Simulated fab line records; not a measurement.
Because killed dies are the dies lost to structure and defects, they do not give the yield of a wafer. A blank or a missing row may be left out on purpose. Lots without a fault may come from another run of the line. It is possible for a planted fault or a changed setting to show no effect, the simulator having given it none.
fab line records | flow n5Finfet
[record] lots = 7 wafers = 21
route steps=1938 shown BEOL_M2@873 BEOL_M3@933 BEOL_M4@1047 BEOL_M5@1130
startH: start of the lot's first displayed wafer, in hours after the record's first day | waitH: hours from the lot's prior step to this one | " same as the row above | L1.1+2: a row that stands for several wafers | - either no value or no given start | * or withheld: withheld | < > ~ a bound
route shown NAME@n: a module of which the file shows steps, and the number in the route of the first | usual: the fault-free wafers' mean and standard deviation | same: alike in all rows | chamber/n: place in a boat | sites: the reading at each site | _std_site: how widely they spread, as a standard deviation | _edge_site: inner sites' mean taken away from outer sites' mean | radiusMm: for every site, how far away it sits from the centre of the wafer | mask NAME#n: copy n | behind: the last tool/chamber to shape the wafer | hold: cause of the lot's hold/its duration in hours/its outcome | device: the transistor (n, p or np) that didn't switch | end of line: the same wafers' tests at the end of the route | a step given without rows: its recipe and nothing more | killed: the dies lost at the first sort to structure and to defects; this is not the yield of the wafer | map: per-die view of a wafer (x killed, . not killed, _ where there is no die)
set.NAME: the setting the step ran with; set.NAME@STEP: the setting that earlier step ran with | model.NAME: the simulator's own value behind a step, which no gauge read
one table per step and one row per wafer, for lots whose settings were changed on purpose
[[steps]]
[step N5_BEOL_M2_EXPOSE_25]
[recipe] maskId = V1 na = 0.33 sourceShape = quasar sigmaInner = 0.2 sigmaOuter = 0.8 polarization = unpolarized defocusNm = 5 doseMj = 63
// columns lot.wafer tool chamber startH waitH mask set.doseMj
L074.1+4+6 euvScanner-02 0 133.29 - V1#0 63
L075.1+3 euvScanner-01 0 140.56 - V1#0 59.37
L075.6 " 0 " " V1#0 63
L077.4+6 euvScanner-01 0 151.49 - V1#0 61.44
L077.5 " 0 " " V1#0 63
L079.3+4+5 euvScanner-01 0 164.53 - V1#0 63
L084.1+6 euvScanner-02 0 187.70 - V1#0 58.45
L084.4 " 0 " " V1#0 63
L089.3+4+5 euvScanner-02 0 235.22 - V1#0 63
L091.1+2 euvScanner-02 0 241.36 - V1#0 63
L091.6 " 0 " " V1#0 64.86
[step N5_BEOL_M2_PEB_26]
[recipe] pebTempC = 100 pebTimeS = 60 resist = CAR-EUV
[step N5_BEOL_M2_DEVELOP_27]
[recipe] developTimeS = 30 developer = TMAH resist = CAR-EUV rinseLiquid = surfactantRinse dry = airSpin devTempC = 23
// columns lot.wafer tool chamber startH waitH set.spinRpm@BEOL_M2_COAT_22 model.CAR-EUV_of_BEOL_M2_COAT_22.thkNm
L074.1 lithoTrack-05 0 - - 1448 30
L074.4+6 " 0 " " 1500 29.6
L075.1+6 lithoTrack-02 0 - - 1427 30.4
L075.3 " 0 " " 1500 29.6
L077.4+5 lithoTrack-04 0 - - 1500 29.6
L077.6 " 0 " " 1586 28.6
L079.3+4+5 lithoTrack-04 0 - - 1500 29.6
L084.1+4+6 lithoTrack-05 0 - - 1500 29.6
L089.3+5 lithoTrack-02 0 - - 1500 29.6
L089.4 " 0 " " 1441 30.2
L091.1 lithoTrack-05 0 - - 1340 31.2
L091.2+6 " 0 " " 1500 29.4
[step N5_BEOL_M2_CD_MEAS_28]
[recipe] targetCdNm = 26.2 landingEnergyEv = 500 detector = seInlens targetCdYNm = 24.1 polarity = opening
[usual] cdNm = 26.13/0.23
// columns lot.wafer tool chamber startH waitH set.doseMj@BEOL_M2_EXPOSE_25 cdNm
L074.1 cdSem-02 0 133.44 - 63 25.99
L074.4 " 0 " " 63 26.02
L074.6 " 0 " " 63 26.06
L075.1 cdSem-02 0 140.70 - 59.37 25.41
L075.3 " 0 " " 59.37 24.80
L075.6 " 0 " " 63 25.98
L077.4 cdSem-01 0 151.61 - 61.44 25.64
L077.5 " 0 " " 63 26.36
L077.6 " 0 " " 61.44 25.91
L079.3 cdSem-01 0 164.65 - 63 26.12
L079.4 " 0 " " 63 26.39
L079.5 " 0 " " 63 26.00
L084.1 cdSem-03 0 187.84 - 58.45 24.54
L084.4 " 0 " " 63 26.22
L084.6 " 0 " " 58.45 24.82
L089.3 cdSem-03 0 235.35 - 63 26.05
L089.4 " 0 " " 63 26.34
L089.5 " 0 " " 63 26.00
L091.1 cdSem-01 0 241.50 - 63 25.97
L091.2 " 0 " " 63 25.90
L091.6 " 0 " " 64.86 26.34
[step N5_BEOL_M2_DESCUM_33]
[recipe] chemistry = O2 timeS = 7 sourcePowerW = 50 biasPowerW = 20 pressureMtorr = 20 rfFrequencyHz = 2.712e+07 tempC = 40 resist = CAR-EUV o2FlowSccm = 225
// columns lot.wafer tool chamber startH waitH set.spinRpm@BEOL_M2_COAT_22 model.CAR-EUV_of_BEOL_M2_COAT_22.thkNm
L074.1 rieDiel-02 0 133.82 0.3 1448 26.6
L074.4 " 0 " " 1500 26.2
L074.6 " 2 " " 1500 26
L075.1+6 rieDiel-01 1,3 140.83 0.0 1427 26.8
L075.3 " 3 " " 1500 26
L077.4+5 rieDiel-04 0,2 151.73 0.0 1500 26
L077.6 " 3 " " 1586 25.2
L079.3+4 rieDiel-01 1,2 164.77 0.0 1500 26
L079.5 " 3 " " 1500 26.2
L084.1+6 rieDiel-01 1,3 187.97 0.0 1500 26.2
L084.4 " 0 " " 1500 26
L089.3+5 rieDiel-04 2,0 235.47 0.0 1500 26.2
L089.4 " 2 " " 1441 26.8
L091.1 rieDiel-02 2 241.62 0.0 1340 27.8
L091.2+6 " 1,3 " " 1500 26
[step N5_BEOL_M3_PECVD_72]
[recipe] material = SiO2 targetThkA = 160 tempC = 400 precursor = TEOS/O2 pressureTorr = 5.5 rfW = 450 teosFlowSccm = 53.8 gas = O2 flowSccm = 3000 timeS = 18
// columns lot.wafer tool chamber startH waitH set.timeS model.SiO2_of_BEOL_M3_PECVD_72.thkNm
L074.1 pecvd-01 2 141.99 0.0 18 15.8
L074.4 " 0 " " 20.44 18.2
L074.6 " 1 " " 18 16
L075.1 pecvd-01 1 148.69 0.0 18 15.6
L075.3 " 0 " " 18 16
L075.6 " 1 " " 15.67 14
L077.4 pecvd-01 1 159.27 0.1 18 16
L077.5 " 2 " " 15.34 13.6
L077.6 " 0 " " 15.34 13.8
L079.3 pecvd-01 0 175.61 0.0 18 15.8
L079.4+5 " 1,0 " " 18 16.2
L084.1 pecvd-01 1 196.89 0.0 18 15.8
L084.4 " 2 " " 18 16
L084.6 " 1 " " 18.87 16.6
L089.3 pecvd-01 0 240.55 0.0 19.19 17
L089.4 " 1 " " 18 16.2
L089.5 " 0 " " 18 16.4
L091.1 pecvd-02 2 248.33 0.0 16.9 14.8
L091.2 " 1 " " 18 15.6
L091.6 " 0 " " 18 16
[step N5_BEOL_M4_COAT_67]
[recipe] resist = SOC tempC = 250 timeS = 60 spinRpm = 1500 resistThkNm = 60
// columns lot.wafer tool chamber startH waitH set.spinRpm model.SOC_of_BEOL_M4_COAT_67.thkNm
L074.1+4+6 lithoTrack-05 0 155.84 0.0 1500 60.2
L075.1+3+6 lithoTrack-04 0 170.59 0.0 1500 60.2
L077.4+5 lithoTrack-05 0 173.60 0.5 1500 60
L077.6 " 0 " " 1396 62.2
L079.3+4+5 lithoTrack-04 0 187.23 0.0 1500 60.4
L084.1+6 lithoTrack-03 0 210.02 0.0 1500 60.2
L084.4 " 0 " " 1500 60
L089.3 lithoTrack-05 0 255.43 0.0 1613 58
L089.4 " 0 " " 1500 60.2
L089.5 " 0 " " 1500 60
L091.1 lithoTrack-03 0 264.49 0.0 1379 62.4
L091.2 " 0 " " 1379 62.6
L091.6 " 0 " " 1379 62.8
[step N5_BEOL_M4_DESCUM_33]
[recipe] chemistry = O2 timeS = 7 sourcePowerW = 50 biasPowerW = 20 pressureMtorr = 20 rfFrequencyHz = 2.712e+07 tempC = 40 resist = CAR-EUV o2FlowSccm = 225
// columns lot.wafer tool chamber startH waitH set.timeS model.CAR-EUV_of_BEOL_M4_COAT_22.thkNm
L074.1 rieDiel-01 3 156.56 0.3 7 26.2
L074.4+6 " 0,1 " " 6.13 26.6
L075.1 rieDiel-01 2 171.12 0.0 7 26
L075.3 " 3 " " 7.474 25.8
L075.6 " 2 " " 7 26.2
L077.4+6 rieDiel-04 1 174.09 0.1 7 26.2
L077.5 " 2 " " 8.035 25.6
L079.3+5 rieDiel-01 2,0 187.83 0.1 7 26.2
L079.4 " 0 " " 7 26
L084.1 rieDiel-02 2 210.55 0.0 7 26
L084.4+6 " 3,2 " " 5.932 26.6
L089.3+4 rieDiel-04 3,2 255.96 0.0 7 26.2
L089.5 " 1 " " 7 26
L091.1+2 rieDiel-01 0,3 264.89 0.0 7 26
L091.6 " 3 " " 6.073 26.4
[step N5_BEOL_M4_ETCH_77]
[recipe] chemistry = N2/H2 target = underlayer targetDepthA = 65 maskMaterial = CAR-EUV timeS = 5.2 ionEnergyEv = 200 pressureMtorr = 30 sourceW = 840 biasW = 150 n2FlowSccm = 200 h2FlowSccm = 200 ends = cleared
// columns lot.wafer tool chamber startH waitH set.timeS@BEOL_M4_DESCUM_33 model.CAR-EUV_of_BEOL_M4_COAT_22.thkNm
L074.1 rieDiel-01 3 156.59 0.0 7 20.6
L074.4+6 " 0,1 " " 6.13 20.8
L075.1+6 rieDiel-01 2 171.16 0.0 7 20.4
L075.3 " 3 " " 7.474 20
L077.4 rieDiel-04 1 174.13 0.0 7 20.6
L077.5 " 2 " " 8.035 20
L077.6 " 1 " " 7 20.4
L079.3+4+5 rieDiel-01 2,0,0 187.86 0.0 7 20.4
L084.1 rieDiel-02 2 210.58 0.0 7 20.2
L084.4+6 " 3,2 " " 5.932 20.8
L089.3+4+5 rieDiel-04 3,2,1 255.99 0.0 7 20.4
L091.1+2 rieDiel-01 0,3 264.93 0.0 7 20.4
L091.6 " 3 " " 6.073 20.8
[step N5_BEOL_M4_ETCH_69]
[recipe] chemistry = CF4 target = SiARC targetDepthA = 156 maskMaterial = CAR-EUV timeS = 26 ionEnergyEv = 80 pressureMtorr = 40 sourceW = 545 biasW = 36 Ar_flow_sccm = 100 cf4FlowSccm = 100 ends = cleared
// columns lot.wafer tool chamber startH waitH set.timeS@BEOL_M4_DESCUM_33 model.CAR-EUV_of_BEOL_M4_COAT_22.thkNm
L074.1 rieDiel-01 3 156.61 0.0 7 11.4
L074.4+6 " 0,1 " " 6.13 11.6
L075.1 rieDiel-01 2 171.17 0.0 7 11
L075.3 " 3 " " 7.474 10.8
L075.6 " 2 " " 7 11.2
L077.4 rieDiel-04 1 174.15 0.0 7 11.4
L077.5 " 2 " " 8.035 10.8
L077.6 " 1 " " 7 11.2
L079.3+4+5 rieDiel-01 2,0,0 187.88 0.0 7 11.2
L084.1 rieDiel-02 2 210.60 0.0 7 11
L084.4+6 " 3,2 " " 5.932 11.6
L089.3+4+5 rieDiel-04 3,2,1 256.01 0.0 7 11.2
L091.1+2 rieDiel-01 0,3 264.94 0.0 7 11.2
L091.6 " 3 " " 6.073 11.6
[step N5_BEOL_M4_ALD_98]
[recipe] material = SiO2 targetThkA = 25 tempC = 100 aldPrecursorFamily = BDEAS aldCoReactant = O2-plasma pulseTimeS = 1 coReactantPulseTimeS = 1 purgeTimeS = 2 coReactantPurgeTimeS = 2 aldCycles = 17 pressureTorr = 2
[step N5_BEOL_M4_ETCHBACK_99]
[recipe] chemistry = CHF3 target = SiO2 targetDepthA = 50 timeS = 10.4 sourceW = 215 biasW = 47 Ar_flow_sccm = 200 CHF3_flow_sccm = 12 ionEnergyEv = 100 pressureMtorr = 30
// columns lot.wafer tool chamber startH waitH set.timeS@BEOL_M4_DESCUM_33 model.CAR-EUV_of_BEOL_M4_COAT_22.thkNm
L074.1 rieDiel-01 1 158.55 1.8 7 10.6
L074.4+6 " 3,2 " " 6.13 10.8
L075.1+6 rieDiel-04 0,2 173.73 2.4 7 10.4
L075.3 " 1 " " 7.474 10
L077.4+6 rieDiel-01 3,1 178.44 4.1 7 10.6
L077.5 " 2 " " 8.035 10
L079.3+4 rieDiel-02 3,0 190.67 0.9 7 10.4
L079.5 " 3 " " 7 10.6
L084.1 rieDiel-02 2 214.74 4.0 7 10.4
L084.4+6 " 3,2 " " 5.932 10.8
L089.3+5 rieDiel-01 0 258.86 2.7 7 10.4
L089.4 " 3 " " 7 10.6
L091.1+2 rieDiel-02 2,1 266.09 1.0 7 10.4
L091.6 " 1 " " 6.073 10.8
[step N5_BEOL_M4_ETCH_70]
[recipe] chemistry = N2/H2 target = SOC targetDepthA = 800 overetchA = 240 maskMaterial = SiARC tempC = 40 timeS = 130 ionEnergyEv = 200 pressureMtorr = 30 sourceW = 840 biasW = 150 n2FlowSccm = 200 h2FlowSccm = 200
// columns lot.wafer tool chamber startH waitH set.spinRpm@BEOL_M4_COAT_67 model.etch.depthNm
L074.1 rieDiel-01 1 158.58 0.0 1500 60.13
L074.4 " 3 " " 1500 60.26
L074.6 " 2 " " 1500 60.2
L075.1 rieDiel-04 0 173.76 0.0 1500 60.24
L075.3 " 1 " " 1500 60.15
L075.6 " 2 " " 1500 60.14
L077.4 rieDiel-01 3 178.47 0.0 1500 60.07
L077.5 " 2 " " 1500 59.93
L077.6 " 1 " " 1396 62.19
L079.3+4 rieDiel-02 3,0 190.71 0.0 1500 60.37
L079.5 " 3 " " 1500 60.42
L084.1 rieDiel-02 2 214.78 0.0 1500 60.13
L084.4 " 3 " " 1500 60.1
L084.6 " 2 " " 1500 60.2
L089.3 rieDiel-01 0 258.89 0.0 1613 57.99
L089.4 " 3 " " 1500 60.27
L089.5 " 0 " " 1500 60.05
L091.1 rieDiel-02 2 266.13 0.0 1379 62.46
L091.2 " 1 " " 1379 62.51
L091.6 " 1 " " 1379 62.76
[step N5_BEOL_M4_VIA_ETCH_34]
[recipe] chemistry = C4F6/O2 targetDepthA = 694 maskMaterial = SOC pressureMtorr = 15 ionEnergyEv = 250 taperDeg = 4 timeS = 65.9 sourceW = 350 biasW = 170 Ar_flow_sccm = 300 C4F6_flow_sccm = 10 O2_flow_sccm = 10
[usual] rfVppV = 667/8.2
// columns lot.wafer tool chamber startH waitH set.sourceW set.spinRpm@BEOL_M4_COAT_67 rfVppV model.etch.depthNm model.SOC_of_BEOL_M4_COAT_67.thkNm
L074.1 rieDiel-01 1 158.69 0.0 350 1500 659 69.87 52
L074.4 " 3 " " 390.1 1500 639 73.36 51.6
L074.6 " 2 " " 350 1500 680 69.53 52
L075.1 rieDiel-04 0 173.87 0.0 315.8 1500 712 68.45 52.2
L075.3 " 1 " " 315.8 1500 701 64.59 52.6
L075.6 " 2 " " 350 1500 660 69.89 51.8
L077.4 rieDiel-01 3 178.58 0.0 316.3 1500 707 67.59 52
L077.5 " 2 " " 316.3 1500 715 67.36 52
L077.6 " 1 " " 350 1396 658 70.03 54
L079.3 rieDiel-02 3 190.82 0.0 350 1500 675 68.6 52.2
L079.4 " 0 " " 350 1500 658 68.92 52.2
L079.5 " 3 " " 350 1500 676 68.15 52.4
L084.1 rieDiel-02 2 214.88 0.0 350 1500 656 69.07 52
L084.4 " 3 " " 320.4 1500 704 66.36 52.2
L084.6 " 2 " " 320.4 1500 685 66.79 52.4
L089.3 rieDiel-01 0 259.00 0.0 332 1613 686 69.55 49.8
L089.4 " 3 " " 350 1500 673 70.72 52
L089.5 " 0 " " 332 1500 684 69.47 51.8
L091.1 rieDiel-02 2 266.86 0.0 290.7 1379 718 64.14 55
L091.2 " 1 " " 350 1379 674 69.63 54.4
L091.6 " 1 " " 290.7 1379 737 65.04 55.2
[step N5_BEOL_M4_TRENCH_ETCH_37]
[recipe] chemistry = C4F6/O2 targetDepthA = 555.55 target = SiOC timeS = 29.2 ionEnergyEv = 250 pressureMtorr = 30 sourceW = 355 biasW = 185 Ar_flow_sccm = 300 C4F6_flow_sccm = 10 O2_flow_sccm = 10
[usual] rfVppV = 667/8.2
// columns lot.wafer tool chamber startH waitH set.biasW rfVppV model.BEOL_M4.featureDepthNm model.etch.depthNm
L074.1 rieDiel-01 1 - - 203.8 713 57 56.91
L074.4 " 3 " " 185 673 55.4 55.46
L074.6 " 2 " " 185 682 55 54.96
L075.1 rieDiel-04 0 - - 185 678 57 57.04
L075.3 " 1 " " 185 666 55 55.1
L075.6 " 2 " " 218.2 752 59.4 59.41
L077.4 rieDiel-01 3 - - 162.7 609 54.2 54.27
L077.5 " 2 " " 185 680 56.2 56.28
L077.6 " 1 " " 162.7 596 53.8 53.76
L079.3 rieDiel-02 3 - - 185 675 55.8 55.82
L079.4 " 0 " " 185 658 55.2 55.23
L079.5 " 3 " " 185 677 56 55.93
L084.1 rieDiel-02 2 - - 185 657 55 54.98
L084.4 " 3 " " 165.9 619 53.2 53.23
L084.6 " 2 " " 185 656 55 55.04
L089.3 rieDiel-01 0 - - 185 667 57.2 57.15
L089.4 " 3 " " 185 673 56.6 56.54
L089.5 " 0 " " 185 666 57.2 57.2
L091.1 rieDiel-02 2 - - 185 656 55.4 55.41
L091.2 " 1 " " 215.6 758 58.8 58.72
L091.6 " 1 " " 185 675 56 55.98
[step N5_BEOL_M4_ETCH_41]
[recipe] chemistry = CH3F/O2 target = SiCN targetDepthA = 299 taperDeg = 2 timeS = 52.5 ionEnergyEv = 120 maskMaterial = TiN pressureMtorr = 30 sourceW = 395 biasW = 75 Ar_flow_sccm = 150 CH3F_flow_sccm = 30 O2_flow_sccm = 20
[step N5_BEOL_M4_STRIP_97]
[recipe] chemistry = N2/H2 timeS = 10 powerW = 450 tempC = 40 pressureMtorr = 20 rfFrequencyHz = 6e+07 biasPowerW = 7 n2FlowSccm = 200 h2FlowSccm = 200
[step N5_BEOL_M4_OCD_MEAS_38]
[usual] trenchDepthNm = 55.7/0.86
// columns lot.wafer tool chamber startH waitH set.biasW@BEOL_M4_TRENCH_ETCH_37 trenchDepthNm
L074.1 ocd-02 - 158.95 - 203.8 56.6
L074.4 " - " " 185 55.5
L074.6 " - " " 185 54.8
L075.1 ocd-01 - 174.12 - 185 57.5
L075.3 " - " " 185 54.6
L075.6 " - " " 218.2 59.6
L077.4 ocd-01 - 178.84 - 162.7 54.1
L077.5 " - " " 185 56.0
L077.6 " - " " 162.7 53.8
L079.3 ocd-01 - 191.08 - 185 55.8
L079.4 " - " " 185 55.1
L079.5 " - " " 185 55.1
L084.1 ocd-01 - 215.14 - 185 54.5
L084.4 " - " " 165.9 54.0
L084.6 " - " " 185 55.9
L089.3 ocd-02 - 259.26 - 185 57.3
L089.4 " - " " 185 56.6
L089.5 " - " " 185 57.5
L091.1 ocd-01 - 267.11 - 185 55.2
L091.2 " - " " 215.6 59.0
L091.6 " - " " 185 55.9
[step N5_BEOL_M5_ETCH_72]
[recipe] chemistry = N2/H2 target = underlayer targetDepthA = 65 maskMaterial = CAR-EUV timeS = 5.2 ionEnergyEv = 200 pressureMtorr = 30 sourceW = 840 biasW = 150 n2FlowSccm = 200 h2FlowSccm = 200 ends = cleared
[usual] rfVppV = 524.5/2.5
// columns lot.wafer tool chamber startH waitH set.biasW rfVppV
L074.1 rieDiel-03 3 166.41 0.0 150 522.6
L074.4 " 3 " " 137.5 497.0
L074.6 " 1 " " 150 523.9
L075.1 rieDiel-06 3 180.75 0.0 150 523.5
L075.3 " 1 " " 124.1 464.3
L075.6 " 1 " " 124.1 466.9
L077.4 rieDiel-03 0 186.61 0.0 150 526.1
L077.5 " 0 " " 150 528.5
L077.6 " 3 " " 150 525.3
L079.3 rieDiel-06 3 201.05 0.0 150 525.6
L079.4 " 2 " " 150 521.3
L079.5 " 2 " " 150 519.7
L084.1 rieDiel-05 0 221.35 0.0 156.9 536.8
L084.4 " 0 " " 156.9 539.4
L084.6 " 1 " " 150 528.8
L089.3 rieDiel-03 3 267.54 0.0 150 525.6
L089.4 " 2 " " 150 520.9
L089.5 " 1 " " 150 526.4
L091.1 rieDiel-03 2 276.08 0.0 150 521.2
L091.2 " 1 " " 150 527.5
L091.6 " 1 " " 150 526.4
[step N5_BEOL_M5_COAT_22]
[recipe] resist = CAR-EUV spinRpm = 1500 resistThkNm = 30
// columns lot.wafer tool chamber startH waitH set.spinRpm model.CAR-EUV_of_BEOL_M5_COAT_22.thkNm
L074.1 lithoTrack-02 0 - - 1627 28.8
L074.4 " 0 " " 1627 28.6
L074.6 " 0 " " 1500 30
L075.1 lithoTrack-02 0 - - 1627 28.6
L075.3 " 0 " " 1500 30
L075.6 " 0 " " 1627 28.8
L077.4 lithoTrack-02 0 - - 1661 28.4
L077.5+6 " 0 " " 1500 30
L079.3+4+5 lithoTrack-01 0 - - 1500 30
L084.1 lithoTrack-01 0 - - 1392 31.4
L084.4+6 " 0 " " 1500 30.2
L089.3 lithoTrack-02 0 - - 1392 31.2
L089.4+5 " 0 " " 1500 30
L091.1+6 lithoTrack-02 0 - - 1647 28.6
L091.2 " 0 " " 1500 30
[step N5_BEOL_M5_EBR_24]
[recipe] solvent = PGMEA ebrWidthMm = 1.5
[step N5_BEOL_M5_SOFTBAKE_23]
[recipe] tempC = 110 timeS = 60 resist = CAR-EUV
[step N5_BEOL_M5_EXPOSE_25]
[recipe] maskId = V4 na = 0.33 sourceShape = quasar sigmaInner = 0.2 sigmaOuter = 0.6 polarization = unpolarized defocusNm = 10 doseMj = 52.75
[step N5_BEOL_M5_PEB_26]
[recipe] pebTempC = 100 pebTimeS = 60 resist = CAR-EUV
[step N5_BEOL_M5_DEVELOP_27]
[recipe] developTimeS = 30 developer = TMAH resist = CAR-EUV rinseLiquid = surfactantRinse dry = airSpin devTempC = 23
// columns lot.wafer tool chamber startH waitH set.spinRpm@BEOL_M5_COAT_22 model.CAR-EUV_of_BEOL_M5_COAT_22.thkNm
L074.1+4 lithoTrack-05 0 - - 1627 28.2
L074.6 " 0 " " 1500 29.4
L075.1+6 lithoTrack-05 0 - - 1627 28.2
L075.3 " 0 " " 1500 29.4
L077.4 lithoTrack-02 0 - - 1661 28
L077.5 " 0 " " 1500 29.6
L077.6 " 0 " " 1500 29.4
L079.3+4+5 lithoTrack-02 0 - - 1500 29.6
L084.1 lithoTrack-02 0 - - 1392 31
L084.4+6 " 0 " " 1500 29.8
L089.3 lithoTrack-05 0 - - 1392 30.6
L089.4+5 " 0 " " 1500 29.4
L091.1 lithoTrack-02 0 - - 1647 28.2
L091.2 " 0 " " 1500 29.4
L091.6 " 0 " " 1647 28
[[key]]
[split] step = N5_BEOL_M2_EXPOSE_25 setting = doseMj stated = 63 by = wafer
[response] step = N5_BEOL_M2_CD_MEAS_28 reading = cdNm change = +0.187 per = 1% r = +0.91
[split] step = N5_BEOL_M3_PECVD_72 setting = timeS stated = 18 by = wafer
[response] step = N5_BEOL_M3_PECVD_72 reading = model.SiO2_of_BEOL_M3_PECVD_72.thkNm change = +0.152 per = 1% r = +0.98
[split] step = N5_BEOL_M4_COAT_67 setting = spinRpm stated = 1500 by = wafer
[response] step = N5_BEOL_M4_COAT_67 reading = model.SOC_of_BEOL_M4_COAT_67.thkNm change = -0.296 per = 1% r = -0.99
[response] step = N5_BEOL_M4_ETCH_70 reading = model.etch.depthNm change = -0.301 per = 1% r = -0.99
[response] step = N5_BEOL_M4_VIA_ETCH_34 reading = model.SOC_of_BEOL_M4_COAT_67.thkNm change = -0.283 per = 1% r = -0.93
[split] step = N5_BEOL_M4_DESCUM_33 setting = timeS stated = 7 by = wafer
[response] step = N5_BEOL_M4_DESCUM_33 reading = model.CAR-EUV_of_BEOL_M4_COAT_22.thkNm change = -0.0367 per = 1% r = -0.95
[response] step = N5_BEOL_M4_ETCH_77 reading = model.CAR-EUV_of_BEOL_M4_COAT_22.thkNm change = -0.0327 per = 1% r = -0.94
[response] step = N5_BEOL_M4_ETCH_69 reading = model.CAR-EUV_of_BEOL_M4_COAT_22.thkNm change = -0.0319 per = 1% r = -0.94
[response] step = N5_BEOL_M4_ETCHBACK_99 reading = model.CAR-EUV_of_BEOL_M4_COAT_22.thkNm change = -0.0308 per = 1% r = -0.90
[split] step = N5_BEOL_M4_VIA_ETCH_34 setting = sourceW stated = 350 by = wafer
[response] step = N5_BEOL_M4_VIA_ETCH_34 reading = rfVppV change = -3.71 per = 1% r = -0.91
[response] step = N5_BEOL_M4_VIA_ETCH_34 reading = model.etch.depthNm change = +0.301 per = 1% r = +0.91
[response] step = N5_BEOL_M4_VIA_ETCH_34 reading = model.SOC_of_BEOL_M4_COAT_67.thkNm slope = -0.0376 per = 1% togetherWith = spinRpm@BEOL_M4_COAT_67 explained = 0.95
[split] step = N5_BEOL_M4_TRENCH_ETCH_37 setting = biasW stated = 185 by = wafer
[response] step = N5_BEOL_M4_TRENCH_ETCH_37 reading = rfVppV change = +4.88 per = 1% r = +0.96
[response] step = N5_BEOL_M4_TRENCH_ETCH_37 reading = model.BEOL_M4.featureDepthNm change = +0.185 per = 1% r = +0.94
[response] step = N5_BEOL_M4_TRENCH_ETCH_37 reading = model.etch.depthNm change = +0.182 per = 1% r = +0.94
[response] step = N5_BEOL_M4_OCD_MEAS_38 reading = trenchDepthNm change = +0.182 per = 1% r = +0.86
[split] step = N5_BEOL_M5_ETCH_72 setting = biasW stated = 150 by = wafer
[response] step = N5_BEOL_M5_ETCH_72 reading = rfVppV change = +3.24 per = 1% r = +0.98
[split] step = N5_BEOL_M5_COAT_22 setting = spinRpm stated = 1500 by = wafer
[response] step = N5_BEOL_M5_COAT_22 reading = model.CAR-EUV_of_BEOL_M5_COAT_22.thkNm change = -0.153 per = 1% r = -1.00
[response] step = N5_BEOL_M5_DEVELOP_27 reading = model.CAR-EUV_of_BEOL_M5_COAT_22.thkNm change = -0.145 per = 1% r = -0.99
split outsideThisFile step=N5_BEOL_M2_COAT_22 setting=spinRpm
// split outsideThisFile: this setting was split too, and the file shows its column; the key of that split is in another file
